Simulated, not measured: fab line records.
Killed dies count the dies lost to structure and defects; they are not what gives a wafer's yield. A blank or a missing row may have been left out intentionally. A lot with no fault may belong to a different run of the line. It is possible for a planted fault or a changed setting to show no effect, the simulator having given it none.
Matching of chambers    flow nand_harc    4 sister chambers for NHARC_P_GATE_DESCUM_13 on rie_diel-10
The step chemistry O2, time 3 s. 8 wafers are shown with their chamber, then 7 later ones without.

## WAFERS PAIRED WITH THEIR CHAMBERS
wafer   chamber  drypump_motor_current_A (A)  oes_product_au (a.u.)
L747.1  1        6.5                          0.996
L748.1  2        6.0                          0.981
L748.2  3        6.1                          0.998
L749.1  2        6.0                          0.992
L749.4  0        5.9                          1.030
L749.6  3        6.0                          0.995
L753.3  0        5.9                          1.029
L753.4  1        6.5                          1.000

## WAFERS WITHOUT THEIR CHAMBER
wafer   drypump_motor_current_A (A)  oes_product_au (a.u.)
L753.5  6.5                          0.992
L756.1  6.1                          0.988
L756.4  6.0                          0.991
L756.6  6.0                          0.992
L765.1  6.5                          0.980
L765.2  6.1                          1.000
L765.3  6.0                          1.008

## EACH ONE'S CHAMBER
wafer   from the rows above      in truth
L753.5  1                        1
L756.1  can't be placed: 3 or 2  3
L756.4  can't be placed: 2 or 3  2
L756.6  can't be placed: 2 or 3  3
L765.1  1                        1
L765.2  3                        3
L765.3  can't be placed: 3 or 2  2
Correct placement for 3 of the 7. These rows do not allow placing 4 (true chamber among the candidates in 4). Number placed wrongly: 0.
How it was worked out, from the rows above alone: a wafer's distance from a chamber is the root of the sum, over the readings, of the square of ((its reading less the chamber's mean) divided by the reading's scatter). The wafer belongs to the nearest chamber; if the next one is less than 2 further off, it can't be placed. For every chamber, the mean is computed from those of its wafers that are shown. The scatter: the root of (the sum of the squares of (reading less its chamber's mean) over the shown wafers, divided by (wafers less chambers)).
